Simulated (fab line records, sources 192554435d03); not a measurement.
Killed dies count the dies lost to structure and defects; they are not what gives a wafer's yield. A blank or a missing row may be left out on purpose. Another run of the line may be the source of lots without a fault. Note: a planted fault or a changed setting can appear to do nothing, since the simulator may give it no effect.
Matching of chambers    flow n5-finfet    N5_DUMMY_GATE_STRIP_41 on rie-diel-05: 4 sister chambers
The step strips in O2. 4 wafers are shown with their chamber, then 12 later ones without.

## WAFERS WITH THEIR CHAMBER
wafer   chamber  drypump-motor-current-A (A)
L085.5  1        5.6
L087.6  3        6.3
L088.2  0        5.4
L088.5  2        6.5

## WAFERS WHOSE CHAMBER IS MISSING
wafer   drypump-motor-current-A (A)
L089.1  6.5
L089.2  5.4
L089.3  5.6
L089.4  6.3
L089.5  6.4
L089.6  5.4
L092.2  6.4
L092.4  6.4
L092.6  5.6
L093.2  6.5
L093.5  5.5
L093.6  5.6

## WHICH CHAMBER EACH WENT THROUGH
wafer   from the rows above      in truth
L089.1  2                        2
L089.2  0                        0
L089.3  1                        1
L089.4  3                        3
L089.5  can't be placed: 2 or 3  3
L089.6  0                        0
L092.2  can't be placed: 2 or 3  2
L092.4  can't be placed: 2 or 3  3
L092.6  1                        1
L093.2  2                        2
L093.5  can't be placed: 0 or 1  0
L093.6  1                        1
8 of 12 placed correctly. Cannot be placed on the basis of these rows: 4; the candidates contain the true chamber in 4. Number placed wrongly: 0.
How it was worked out, from the rows above alone: a wafer's distance from a chamber is the root of the sum, over the readings, of the square of ((its reading less the chamber's mean) divided by the reading's scatter). The wafer belongs to the nearest chamber; if the next one is less than 2 further off, it can't be placed. Each chamber's mean is taken over the wafers shown for it. The scatter: with one shown wafer a chamber, the root of the mean of the squares of how far each hidden wafer lies from its nearest shown one.
